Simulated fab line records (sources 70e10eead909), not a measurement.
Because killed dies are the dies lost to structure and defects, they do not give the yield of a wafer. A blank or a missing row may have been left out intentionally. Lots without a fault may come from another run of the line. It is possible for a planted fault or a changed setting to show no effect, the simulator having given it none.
A lot that was struck, set against a sound lot / flow nand_harc / 14 steps out of a route of 1302
Sound: these wafers, L533.3, L533.4, L533.5. Wafers L528.3, L528.4, L528.5 were the ones struck. The cause comes at the end.
Each step with rows lists, per side, the tool, then ch with its chambers, then its first start. Under that, the readings that differ: sound wafers / struck wafers / difference of the means / sigmas: that difference in standard deviations of wafers without a fault.
alike: words and numbers the same on both sides, and readings whose means are apart by under 2 such deviations; not compared: readings that were withheld, readings missing a value for some wafer, numbers with overlapping values and no deviation given by the record, and bounds like >300 which may hide the same value.
The two part at a step that has a row with sigmas, a row that says differs or no value, or rows on one side only. Numbers that have no deviation but don't overlap get no sigmas and don't part them. A reading missing from all wafers of one side parts the sides only when that side holds two or more wafers.

first, 6 steps without rows for these wafers: NHARC_A_STAIRCASE_SOFTBAKE_04 (time 170 s); NHARC_A_STAIRCASE_EBR_05; NHARC_A_STAIRCASE_EXPOSE_06 (exposes mask STAIR); NHARC_A_STAIRCASE_PEB_07 (peb time 130 s); NHARC_A_STAIRCASE_DEVELOP_08 (time 140 s); NHARC_A_STAIRCASE_HARDBAKE_10 (time 140 s).
NHARC_A_STAIRCASE_DESCUM_11: chemistry O2, time 3 s.
  sound on rie_diel-03 ch 0,3, day 22 07:37; struck on rie_diel-05 ch 0,2,3, day 20 01:55
  alike: drypump_motor_current_A, oes_product_au, rf_vpp_V, showerhead_plenum_p_Torr, throttle_valve_pct
  not compared: rf_hours_counter_h
NHARC_A_STAIRCASE_TRIM_12: chemistry O2, time 211.2 s.
  sound on rie_diel-03 ch 0,2, day 22 07:43; struck on rie_diel-05 ch 0,2,3, day 20 01:59
  alike: chamber_pressure_mTorr, drypump_motor_current_A, oes_product_au, rf_vpp_V, showerhead_plenum_p_Torr, throttle_valve_pct
  not compared: rf_hours_counter_h
NHARC_A_STAIRCASE_ETCH_13: etches the open film in C4F8/O2, target depth 100 nm, time 40.5 s.
  sound: rie_diel-03 ch 0,2,3; struck: rie_diel-05 ch 0,2,3
  alike: oes_product_au, rf_vpp_V
  not compared: rf_hours_counter_h
NHARC_A_STAIRCASE_TRIM_14: chemistry O2, time 211.2 s.
  sound: rie_diel-03 ch 0,2,3; struck: rie_diel-05 ch 0,1,3
  alike: chamber_pressure_mTorr, drypump_motor_current_A, oes_product_au, rf_vpp_V, showerhead_plenum_p_Torr, throttle_valve_pct
  not compared: rf_hours_counter_h
NHARC_A_STAIRCASE_ETCH_15: etches the open film in C4F8/O2, target depth 100 nm, time 40.5 s.
  sound: rie_diel-03 ch 0,2; struck: rie_diel-05 ch 0,1
  alike: oes_product_au, rf_vpp_V
  not compared: rf_hours_counter_h
NHARC_A_STAIRCASE_TRIM_16: chemistry O2, time 211.2 s.
  sound on rie_diel-03 ch 0,3, day 22 08:16; struck on rie_diel-05 ch 0,1,2, day 20 02:29
  no value came back on the struck wafers for any of 7 readings (bias_w (W), chamber_pressure_mTorr (mTorr) and others); on the sound wafers bias_w (W) reads 0 0 0
  not compared: rf_hours_counter_h
then, 1 step without rows for these wafers: NHARC_A_STAIRCASE_ETCH_17 (etches the open film in C4F8/O2, target depth 100 nm, time 40.5 s).
-- the record jumps here: 9 days lie between the struck wafers' starts before and after (it left off in module A_STAIRCASE and takes up again in module END, whose first step shown is number 1302 of the route) --
NHARC_END_SORT_01:
  only the struck wafers appear in the record here, on prober-02 ch 0 at day 29 05:41; the sound ones have no rows

WHERE THEY PART
First at NHARC_A_STAIRCASE_TRIM_16; last, within this record, at NHARC_END_SORT_01.

WHY: the cause the simulator had injected
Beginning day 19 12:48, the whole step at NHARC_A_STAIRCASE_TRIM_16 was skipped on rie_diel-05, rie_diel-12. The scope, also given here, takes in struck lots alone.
